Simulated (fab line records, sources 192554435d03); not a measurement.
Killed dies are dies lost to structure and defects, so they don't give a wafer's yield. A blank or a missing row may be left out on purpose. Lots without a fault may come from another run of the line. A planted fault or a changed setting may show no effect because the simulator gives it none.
Which tool did it? | flow n5_finfet | 12 lots, 36 wafers sampled, at 4 steps of a route of 1938

WHAT THE GAUGES READ, wafer by wafer
N5_GATE_CUT_OVL_MEAS_14.
lot  | measured     | on         | GATE_CUT_OVL (nm)
L075 | day 4 17:19  | overlay-01 | -0.5 -0.2 -0.4
L077 | day 5 06:25  | overlay-01 | -0.2 -0.8 -0.9
L079 | day 5 18:40  | overlay-01 | 0.4 0.4 0.8
L081 | day 6 06:44  | overlay-02 | 0.5 -0.1 -0.4
L083 | day 6 19:01  | overlay-02 | 0.5 0.0 -0.1
L085 | day 7 07:57  | overlay-02 | 0.4 0.3 0.5
L087 | day 7 19:31  | overlay-01 | 0.8 0.7 1.2
L089 | day 8 07:18  | overlay-01 | -0.3 0.6 0.7
L091 | day 8 21:08  | overlay-02 | 0.1 -0.3 -0.7
L093 | day 9 07:52  | overlay-02 | -1.4 -1.2 -0.1
L095 | day 9 14:46  | overlay-02 | 0.5 0.4 -0.3
L097 | day 10 07:49 | overlay-02 | -0.3 -0.7 -0.6

WHICH TOOL RAN EACH LOT (tool, then ch and the chambers of the sampled wafers, then the start)
lot  | N5_HKMG_FIN_W_FILL_22         | N5_HKMG_FIN_CMP_23            | N5_GATE_CUT_SAC_CAP_01
L075 | cvd_w-01 ch 0,1, day 4 12:47  | cmp-03 ch 1,3, day 4 12:54    | ald_sin-03 ch 1,2, day 4 14:15
L077 | cvd_w-01 ch 0,1, day 5 01:12  | cmp-02 ch 1,2,3, day 5 01:23  | ald_sin-03 ch 0,1,2, day 5 03:26
L079 | cvd_w-01 ch 0,1, day 5 14:06  | cmp-01 ch 0,1,3, day 5 14:13  | ald_sin-04 ch 0,1,3, day 5 15:34
L081 | cvd_w-01 ch 0,1, day 6 02:11  | cmp-02 ch 0,1,2, day 6 02:32  | ald_sin-04 ch 0,3, day 6 03:46
L083 | cvd_w-01 ch 0,1, day 6 14:35  | cmp-01 ch 0,2,3, day 6 14:42  | ald_sin-03 ch 0,1,3, day 6 16:04
L085 | cvd_w-02 ch 0,1, day 7 03:17  | cmp-02 ch 0,1,3, day 7 03:23  | ald_sin-04 ch 0,1, day 7 04:52
L087 | cvd_w-02 ch 0,1, day 7 14:25  | cmp-02 ch 1,3, day 7 14:32    | ald_sin-03 ch 0,2,3, day 7 16:26
L089 | cvd_w-02 ch 0,1, day 8 02:42  | cmp-03 ch 1,2,3, day 8 02:55  | ald_sin-04 ch 0,2, day 8 04:13
L091 | cvd_w-02 ch 0,1, day 8 16:03  | cmp-01 ch 0,1, day 8 16:11    | ald_sin-04 ch 1,2,3, day 8 18:04
L093 | cvd_w-02 ch 0,1, day 9 03:22  | cmp-03 ch 0,2, day 9 03:37    | ald_sin-01 ch 0,2,3, day 9 04:53
L095 | cvd_w-02 ch 0, day 9 10:13    | cmp-01 ch 1,3, day 9 10:25    | ald_sin-01 ch 0,1, day 9 11:48
L097 | cvd_w-01 ch 0,1, day 10 03:17 | cmp-03 ch 0,2,3, day 10 03:38 | ald_sin-04 ch 0,1,2, day 10 04:50
- N5_HKMG_FIN_W_FILL_22: material W, target thk 60 nm, time 18.2 s.
- N5_HKMG_FIN_CMP_23: polishes, stops on SiNx, t overpolish 10 s, target thk 46.326 nm.
- N5_GATE_CUT_SAC_CAP_01: material SiNx, target thk 24 nm, pulse time 1 s, ald cycles 480.

THE ANSWER, worked out from the rows above alone
Rule: what is usual is taken from the lots themselves. Put in order of their means at a reading, lots are off if they are a third of the lots or fewer, leave a main group of 4 or more, and stand apart from it by a gap of 3 or more times the standard deviation of the main group's means; of several such gaps the widest counts. A main group whose means are all the same, to the digits that the tables above print for the reading, isn't used. A lot without any number at a reading at which 4 lots or more have one is off too. The other lots that the step has rows for count as sound.
No lot is off at any reading shown: from this, nothing can be told.

WHAT THE SIMULATOR HAD PUT IN
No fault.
